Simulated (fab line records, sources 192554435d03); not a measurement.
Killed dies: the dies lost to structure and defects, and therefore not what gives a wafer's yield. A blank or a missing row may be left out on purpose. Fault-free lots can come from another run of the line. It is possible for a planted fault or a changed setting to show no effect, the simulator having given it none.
The tool behind it: which one? :: flow n5_finfet :: 9 lots, 27 wafers sampled, at 7 steps of a route of 1938

== WHAT EACH GAUGE READ, for each wafer ==
N5_FIN_SAQP_CD_MEAS_37: target cd 8 nm. Usual: 8.06 nm for cd_nm, sd 0.29.
lot: L753
measured: day 2 03:38
on: cd_sem-02
cd_nm (nm): 7.95 7.94 7.60
flag: 

lot: L757
measured: day 3 04:08
on: cd_sem-01
cd_nm (nm): 8.08 8.06 7.59
flag: 

lot: L758
measured: day 3 09:03
on: cd_sem-03
cd_nm (nm): 8.38 7.41 7.90
flag: 

lot: L759
measured: day 3 16:52
on: cd_sem-01
cd_nm (nm): 7.66 8.38 8.07
flag: 

lot: L763
measured: day 4 14:06
on: cd_sem-03
cd_nm (nm): 7.72 7.76 7.85
flag: 

lot: L769
measured: day 6 02:38
on: cd_sem-02
cd_nm (nm): 8.24 8.51 7.95
flag: 

lot: L772
measured: day 6 20:23
on: cd_sem-03
cd_nm (nm): 8.22 8.08 8.17
flag: 

lot: L775
measured: day 7 14:32
on: cd_sem-02
cd_nm (nm): 8.51 7.90 8.01
flag: 

lot: L776
measured: day 7 21:47
on: cd_sem-01
cd_nm (nm): 8.03 7.97 7.85
flag: 

N5_FIN_SAQP_INSPECT_40: inspects for defects (brightfield). Usual: 237 for raw_defect_count, sd 71.
lot: L753
measured: day 2 03:46
on: defect_inspect-02
raw_defect_count: 185 247 153
flag: 

lot: L757
measured: day 3 04:16
on: defect_inspect-02
raw_defect_count: 308 271 306
flag: 

lot: L758
measured: day 3 09:11
on: defect_inspect-02
raw_defect_count: 236 214 271
flag: 

lot: L759
measured: day 3 16:59
on: defect_inspect-02
raw_defect_count: 285 247 232
flag: 

lot: L763
measured: day 4 14:14
on: defect_inspect-01
raw_defect_count: 210 198 236
flag: 

lot: L769
measured: day 6 02:46
on: defect_inspect-01
raw_defect_count: 1308 1370 1325
flag: OFF

lot: L772
measured: day 6 20:31
on: defect_inspect-01
raw_defect_count: 1469 1379 1435
flag: OFF

lot: L775
measured: day 7 14:40
on: defect_inspect-01
raw_defect_count: 253 323 262
flag: 

lot: L776
measured: day 7 21:59
on: defect_inspect-02
raw_defect_count: 311 457 380
flag: 

N5_FIN_CUT_INSPECT_10: inspects for defects (brightfield). Usual: 43 for raw_defect_count, sd 11.
lot: L753
measured: day 2 04:17
on: defect_inspect-02
raw_defect_count: 57 44 39
flag: 

lot: L757
measured: day 3 04:40
on: defect_inspect-02
raw_defect_count: 64 49 44
flag: 

lot: L758
measured: day 3 09:34
on: defect_inspect-02
raw_defect_count: 34 27 60
flag: 

lot: L759
measured: day 3 17:31
on: defect_inspect-02
raw_defect_count: 50 38 45
flag: 

lot: L763
measured: day 4 14:46
on: defect_inspect-01
raw_defect_count: 50 37 47
flag: 

lot: L769
measured: day 6 03:09
on: defect_inspect-02
raw_defect_count: 1156 1170 1204
flag: OFF

lot: L772
measured: day 6 20:55
on: defect_inspect-02
raw_defect_count: 1231 1202 1234
flag: OFF

lot: L775
measured: day 7 15:11
on: defect_inspect-02
raw_defect_count: 33 61 53
flag: 

lot: L776
measured: day 7 22:29
on: defect_inspect-02
raw_defect_count: 56 72 65
flag: 

N5_BEOL_M4_RC_MEAS_101. Usual: DIBL_N 36.0 mV/V, standard deviation 2.5; DIBL_P 36.7 mV/V, standard deviation 3; IOFF_N 0.16 nA/um, standard deviation 0.043; IOFF_P 0.21 nA/um, standard deviation 0.049; ION_N 673 uA/um, standard deviation 15; ION_P 461 uA/um, standard deviation 9.8; SS_N 71.5 mV/dec, standard deviation 0.83; SS_P 73.4 mV/dec, standard deviation 0.83; VT_N 250 mV, standard deviation 4; VT_P -251 mV, standard deviation 4.
lot: L753
measured: day 7 17:22
on: prober-01
DIBL_N (mV/V): 32.1 33.0 31.8
DIBL_P (mV/V): 33.7 33.8 33.3
IOFF_N (nA/um): 0.12 0.14 0.12
IOFF_P (nA/um): 0.18 0.18 0.17
ION_N (uA/um): 657 671 663
ION_P (uA/um): 456 459 459
SS_N (mV/dec): 70.5 71.7 70.7
SS_P (mV/dec): 72.6 72.8 72.1
VT_N (mV): 254 254 252
VT_P (mV): -254 -254 -250
flag: 

lot: L757
measured: day 8 18:52
on: prober-01
DIBL_N (mV/V): 29.9 35.4 32.0
DIBL_P (mV/V): 30.0 36.9 32.9
IOFF_N (nA/um): 0.09 0.16 0.11
IOFF_P (nA/um): 0.13 0.22 0.17
ION_N (uA/um): 677 671 675
ION_P (uA/um): 470 467 475
SS_N (mV/dec): 69.7 71.6 71.5
SS_P (mV/dec): 71.6 72.5 71.8
VT_N (mV): 256 245 254
VT_P (mV): -257 -249 -250
flag: 

lot: L758
measured: day 9 00:22
on: prober-01
DIBL_N (mV/V): 40.5 32.2 38.0
DIBL_P (mV/V): 41.9 32.5 39.1
IOFF_N (nA/um): 0.23 0.09 0.18
IOFF_P (nA/um): 0.29 0.15 0.24
ION_N (uA/um): 687 647 681
ION_P (uA/um): 465 452 465
SS_N (mV/dec): 72.0 69.8 71.5
SS_P (mV/dec): 73.8 71.4 73.0
VT_N (mV): 244 258 248
VT_P (mV): -245 -253 -247
flag: 

lot: L759
measured: day 9 07:55
on: prober-01
DIBL_N (mV/V): 34.7 39.3 35.2
DIBL_P (mV/V): 36.8 41.9 37.8
IOFF_N (nA/um): 0.13 0.24 0.14
IOFF_P (nA/um): 0.22 0.32 0.23
ION_N (uA/um): 668 697 660
ION_P (uA/um): 469 476 461
SS_N (mV/dec): 71.1 72.0 70.2
SS_P (mV/dec): 74.0 74.6 74.2
VT_N (mV): 250 244 253
VT_P (mV): -248 -243 -248
flag: 

lot: L763
measured: day 10 04:03
on: prober-02
DIBL_N (mV/V): 39.1 37.2 34.3
DIBL_P (mV/V): 38.4 37.8 34.9
IOFF_N (nA/um): 0.18 0.15 0.12
IOFF_P (nA/um): 0.22 0.21 0.18
ION_N (uA/um): 668 665 651
ION_P (uA/um): 457 455 456
SS_N (mV/dec): 72.7 71.9 70.4
SS_P (mV/dec): 74.4 73.5 73.3
VT_N (mV): 251 251 254
VT_P (mV): -251 -252 -255
flag: 

lot: L769
measured: day 12 06:11
on: prober-01
DIBL_N (mV/V): 34.1 37.5 33.7
DIBL_P (mV/V): 34.3 37.5 34.6
IOFF_N (nA/um): 0.12 0.18 0.12
IOFF_P (nA/um): 0.15 0.20 0.17
ION_N (uA/um): 682 693 666
ION_P (uA/um): 458 462 460
SS_N (mV/dec): 70.1 72.1 71.0
SS_P (mV/dec): 72.9 74.3 73.0
VT_N (mV): 251 249 253
VT_P (mV): -257 -252 -252
flag: 

lot: L772
measured: day 13 00:16
on: prober-02
DIBL_N (mV/V): 33.7 35.5 37.5
DIBL_P (mV/V): 35.3 37.1 38.7
IOFF_N (nA/um): 0.12 0.15 0.17
IOFF_P (nA/um): 0.17 0.19 0.20
ION_N (uA/um): 674 679 666
ION_P (uA/um): 458 461 445
SS_N (mV/dec): 71.4 71.3 72.2
SS_P (mV/dec): 72.8 73.7 74.1
VT_N (mV): 255 250 253
VT_P (mV): -256 -253 -252
flag: 

lot: L775
measured: day 14 07:53
on: prober-01
DIBL_N (mV/V): 36.6 35.8 35.0
DIBL_P (mV/V): 39.2 38.0 36.9
IOFF_N (nA/um): 0.19 0.16 0.14
IOFF_P (nA/um): 0.24 0.21 0.20
ION_N (uA/um): 694 684 669
ION_P (uA/um): 479 469 461
SS_N (mV/dec): 70.8 71.7 71.0
SS_P (mV/dec): 73.8 73.5 73.1
VT_N (mV): 242 248 252
VT_P (mV): -249 -251 -250
flag: 

lot: L776
measured: day 14 13:20
on: prober-01
DIBL_N (mV/V): 35.6 37.2 35.3
DIBL_P (mV/V): 36.6 38.3 36.1
IOFF_N (nA/um): 0.14 0.17 0.13
IOFF_P (nA/um): 0.17 0.19 0.16
ION_N (uA/um): 672 683 650
ION_P (uA/um): 454 463 445
SS_N (mV/dec): 71.1 71.8 70.9
SS_P (mV/dec): 72.9 73.6 73.2
VT_N (mV): 252 251 254
VT_P (mV): -256 -254 -258
flag: 

== WHICH TOOL RAN EACH LOT (tool, then ch and the chambers of the sampled wafers, then the start) ==
lot: L753
N5_FIN_SAQP_ETCH_69: rie_diel-06 ch 0,1,2, day 2 02:08
N5_FIN_SAQP_STRIP_70: rie_diel-06 ch 0,1,2, day 2 02:14
N5_FIN_SAQP_SPACER2_ALD_28: ald_sin-01 ch 1,2, day 2 02:26

lot: L757
N5_FIN_SAQP_ETCH_69: rie_diel-06 ch 0,2,3, day 3 02:48
N5_FIN_SAQP_STRIP_70: rie_diel-06 ch 0,2,3, day 3 02:54
N5_FIN_SAQP_SPACER2_ALD_28: ald_sin-02 ch 0,3, day 3 03:06

lot: L758
N5_FIN_SAQP_ETCH_69: rie_diel-04 ch 0,1,2, day 3 07:46
N5_FIN_SAQP_STRIP_70: rie_diel-04 ch 0,1,2, day 3 07:52
N5_FIN_SAQP_SPACER2_ALD_28: ald_sin-01 ch 0,2,3, day 3 08:04

lot: L759
N5_FIN_SAQP_ETCH_69: rie_diel-06 ch 0,1, day 3 15:35
N5_FIN_SAQP_STRIP_70: rie_diel-06 ch 0,1, day 3 15:41
N5_FIN_SAQP_SPACER2_ALD_28: ald_sin-02 ch 0,1,3, day 3 15:53

lot: L763
N5_FIN_SAQP_ETCH_69: rie_diel-05 ch 0,1,2, day 4 12:49
N5_FIN_SAQP_STRIP_70: rie_diel-05 ch 0,1,2, day 4 12:55
N5_FIN_SAQP_SPACER2_ALD_28: ald_sin-04 ch 1,2,3, day 4 13:07

lot: L769
N5_FIN_SAQP_ETCH_69: rie_diel-06 ch 1,2,3, day 6 01:20
N5_FIN_SAQP_STRIP_70: rie_diel-06 ch 1,2,3, day 6 01:26
N5_FIN_SAQP_SPACER2_ALD_28: ald_sin-02 ch 0,1,3, day 6 01:39

lot: L772
N5_FIN_SAQP_ETCH_69: rie_diel-06 ch 0,1, day 6 19:07
N5_FIN_SAQP_STRIP_70: rie_diel-06 ch 0,1, day 6 19:13
N5_FIN_SAQP_SPACER2_ALD_28: ald_sin-02 ch 0,2,3, day 6 19:25

lot: L775
N5_FIN_SAQP_ETCH_69: rie_diel-04 ch 1,2, day 7 12:18
N5_FIN_SAQP_STRIP_70: rie_diel-04 ch 1,2, day 7 12:24
N5_FIN_SAQP_SPACER2_ALD_28: ald_sin-04 ch 1,2, day 7 13:20

lot: L776
N5_FIN_SAQP_ETCH_69: rie_diel-04 ch 1,2, day 7 20:27
N5_FIN_SAQP_STRIP_70: rie_diel-04 ch 1,2, day 7 20:33
N5_FIN_SAQP_SPACER2_ALD_28: ald_sin-01 ch 1,2, day 7 20:46
- N5_FIN_SAQP_ETCH_69: etches SOC in N2/H2, stops on SiNx, target depth 150 nm.
- N5_FIN_SAQP_STRIP_70: strips in N2/H2.
- N5_FIN_SAQP_SPACER2_ALD_28: deposits SiO2, target thk 8.1 nm, pulse time 1 s, purge time 2 s.

== AS READ BY THE TOOLS THEMSELVES (means over the sampled wafers that have a number; for cases with no such wafer, the mark the record gives instead) ==
N5_FIN_SAQP_ETCH_69. Usual: drypump_motor_current_A 5.8 A, standard deviation 0.46; oes_product_au 0.76 a.u., standard deviation 0.085; rf_vpp_V 240.1 V, standard deviation 1.3; showerhead_plenum_p_Torr 2.50 Torr, standard deviation 0.071; throttle_valve_pct 17.85 %, standard deviation 0.28.
lot: L753
tool: rie_diel-06
drypump_motor_current_A (A): 6.0
oes_product_au (a.u.): 0.73
rf_vpp_V (V): 239.7
showerhead_plenum_p_Torr (Torr): 2.50
throttle_valve_pct (%): 18.02
flag: 

lot: L757
tool: rie_diel-06
drypump_motor_current_A (A): 6.2
oes_product_au (a.u.): 0.81
rf_vpp_V (V): 239.5
showerhead_plenum_p_Torr (Torr): 2.48
throttle_valve_pct (%): 17.89
flag: 

lot: L758
tool: rie_diel-04
drypump_motor_current_A (A): 5.5
oes_product_au (a.u.): 0.74
rf_vpp_V (V): 239.8
showerhead_plenum_p_Torr (Torr): 2.52
throttle_valve_pct (%): 17.71
flag: 

lot: L759
tool: rie_diel-06
drypump_motor_current_A (A): 6.2
oes_product_au (a.u.): 0.71
rf_vpp_V (V): 240.8
showerhead_plenum_p_Torr (Torr): 2.51
throttle_valve_pct (%): 18.05
flag: 

lot: L763
tool: rie_diel-05
drypump_motor_current_A (A): 5.6
oes_product_au (a.u.): 0.78
rf_vpp_V (V): 240.1
showerhead_plenum_p_Torr (Torr): 2.52
throttle_valve_pct (%): 17.68
flag: 

lot: L769
tool: rie_diel-06
drypump_motor_current_A (A): 6.0
oes_product_au (a.u.): 0.77
rf_vpp_V (V): 241.0
showerhead_plenum_p_Torr (Torr): 2.48
throttle_valve_pct (%): 17.97
flag: 

lot: L772
tool: rie_diel-06
drypump_motor_current_A (A): 6.5
oes_product_au (a.u.): 0.70
rf_vpp_V (V): 240.0
showerhead_plenum_p_Torr (Torr): 2.50
throttle_valve_pct (%): 18.05
flag: 

lot: L775
tool: rie_diel-04
drypump_motor_current_A (A): 5.4
oes_product_au (a.u.): 0.71
rf_vpp_V (V): 240.4
showerhead_plenum_p_Torr (Torr): 2.50
throttle_valve_pct (%): 17.63
flag: 

lot: L776
tool: rie_diel-04
drypump_motor_current_A (A): 5.4
oes_product_au (a.u.): 0.71
rf_vpp_V (V): 240.4
showerhead_plenum_p_Torr (Torr): 2.50
throttle_valve_pct (%): 17.64
flag: 

N5_FIN_SAQP_STRIP_70. Usual: drypump_motor_current_A 5.8 A, standard deviation 0.46; oes_product_au 0.76 a.u., standard deviation 0.087; rf_vpp_V 121.6 V, standard deviation 0.92; showerhead_plenum_p_Torr 3.30 Torr, standard deviation 0.091; throttle_valve_pct 19.0 %, standard deviation 0.46.
lot: L753
tool: rie_diel-06
drypump_motor_current_A (A): 6.0
oes_product_au (a.u.): 0.74
rf_vpp_V (V): 121.9
showerhead_plenum_p_Torr (Torr): 3.30
throttle_valve_pct (%): 19.2
flag: 

lot: L757
tool: rie_diel-06
drypump_motor_current_A (A): 6.2
oes_product_au (a.u.): 0.80
rf_vpp_V (V): 121.8
showerhead_plenum_p_Torr (Torr): 3.28
throttle_valve_pct (%): 19.1
flag: 

lot: L758
tool: rie_diel-04
drypump_motor_current_A (A): 5.6
oes_product_au (a.u.): 0.73
rf_vpp_V (V): 120.8
showerhead_plenum_p_Torr (Torr): 3.32
throttle_valve_pct (%): 18.9
flag: 

lot: L759
tool: rie_diel-06
drypump_motor_current_A (A): 6.2
oes_product_au (a.u.): 0.73
rf_vpp_V (V): 121.7
showerhead_plenum_p_Torr (Torr): 3.32
throttle_valve_pct (%): 19.1
flag: 

lot: L763
tool: rie_diel-05
drypump_motor_current_A (A): 5.6
oes_product_au (a.u.): 0.79
rf_vpp_V (V): 121.5
showerhead_plenum_p_Torr (Torr): 3.33
throttle_valve_pct (%): 18.7
flag: 

lot: L769
tool: rie_diel-06
drypump_motor_current_A (A): 6.0
oes_product_au (a.u.): 0.77
rf_vpp_V (V): 120.9
showerhead_plenum_p_Torr (Torr): 3.28
throttle_valve_pct (%): 19.2
flag: 

lot: L772
tool: rie_diel-06
drypump_motor_current_A (A): 6.5
oes_product_au (a.u.): 0.70
rf_vpp_V (V): 121.7
showerhead_plenum_p_Torr (Torr): 3.30
throttle_valve_pct (%): 19.1
flag: 

lot: L775
tool: rie_diel-04
drypump_motor_current_A (A): 5.4
oes_product_au (a.u.): 0.71
rf_vpp_V (V): 121.8
showerhead_plenum_p_Torr (Torr): 3.31
throttle_valve_pct (%): 18.6
flag: 

lot: L776
tool: rie_diel-04
drypump_motor_current_A (A): 5.4
oes_product_au (a.u.): 0.72
rf_vpp_V (V): 121.7
showerhead_plenum_p_Torr (Torr): 3.31
throttle_valve_pct (%): 18.6
flag: 

N5_FIN_SAQP_SPACER2_ALD_28. Usual: heater_power_w 476 W, standard deviation 48; precursor_pulse_height_rel 1.002, standard deviation 0.021.
lot: L753
tool: ald_sin-01
heater_power_w (W): 467
precursor_pulse_height_rel: 0.997
flag: 

lot: L757
tool: ald_sin-02
heater_power_w (W): 427
precursor_pulse_height_rel: 0.996
flag: 

lot: L758
tool: ald_sin-01
heater_power_w (W): 475
precursor_pulse_height_rel: 1.007
flag: 

lot: L759
tool: ald_sin-02
heater_power_w (W): 449
precursor_pulse_height_rel: 0.980
flag: 

lot: L763
tool: ald_sin-04
heater_power_w (W): 503
precursor_pulse_height_rel: 0.999
flag: 

lot: L769
tool: ald_sin-02
heater_power_w (W): 450
precursor_pulse_height_rel: 1.001
flag: 

lot: L772
tool: ald_sin-02
heater_power_w (W): 468
precursor_pulse_height_rel: 1.010
flag: 

lot: L775
tool: ald_sin-04
heater_power_w (W): 528
precursor_pulse_height_rel: 1.003
flag: 

lot: L776
tool: ald_sin-01
heater_power_w (W): 486
precursor_pulse_height_rel: 1.004
flag: 

== THE ANSWER, worked out from the rows above alone ==
Rule: take the mean of a lot's wafers that have a number; if it is more than 3 standard deviations from the usual mean, the lot is off. Also off: a lot with no number at a reading for which 4 or more lots have one. The other lots that the step has rows for count as sound. After the gauges, taken in route order, come the tools' own readings; for these a lot's mean is taken, as printed above. The first step at which some lot is off is used, and at that step the reading that is off furthest; a lot without a number counts as furthest.
Off at N5_FIN_SAQP_INSPECT_40 (raw_defect_count): L769, L772.
A tool fits if, at a process step before that reading, it ran every lot that is off, and no sound lot after the first of them. The gauges at N5_FIN_SAQP_INSPECT_40 aren't tried: what is off there is off at N5_FIN_CUT_INSPECT_10 too, on other tools, and a gauge's error can't cause that. This does not decide it: 2 tools fit, namely rie_diel-06 at N5_FIN_SAQP_ETCH_69 and N5_FIN_SAQP_STRIP_70 and ald_sin-02 at N5_FIN_SAQP_SPACER2_ALD_28.

== WHAT THE SIMULATOR HAD PUT IN ==
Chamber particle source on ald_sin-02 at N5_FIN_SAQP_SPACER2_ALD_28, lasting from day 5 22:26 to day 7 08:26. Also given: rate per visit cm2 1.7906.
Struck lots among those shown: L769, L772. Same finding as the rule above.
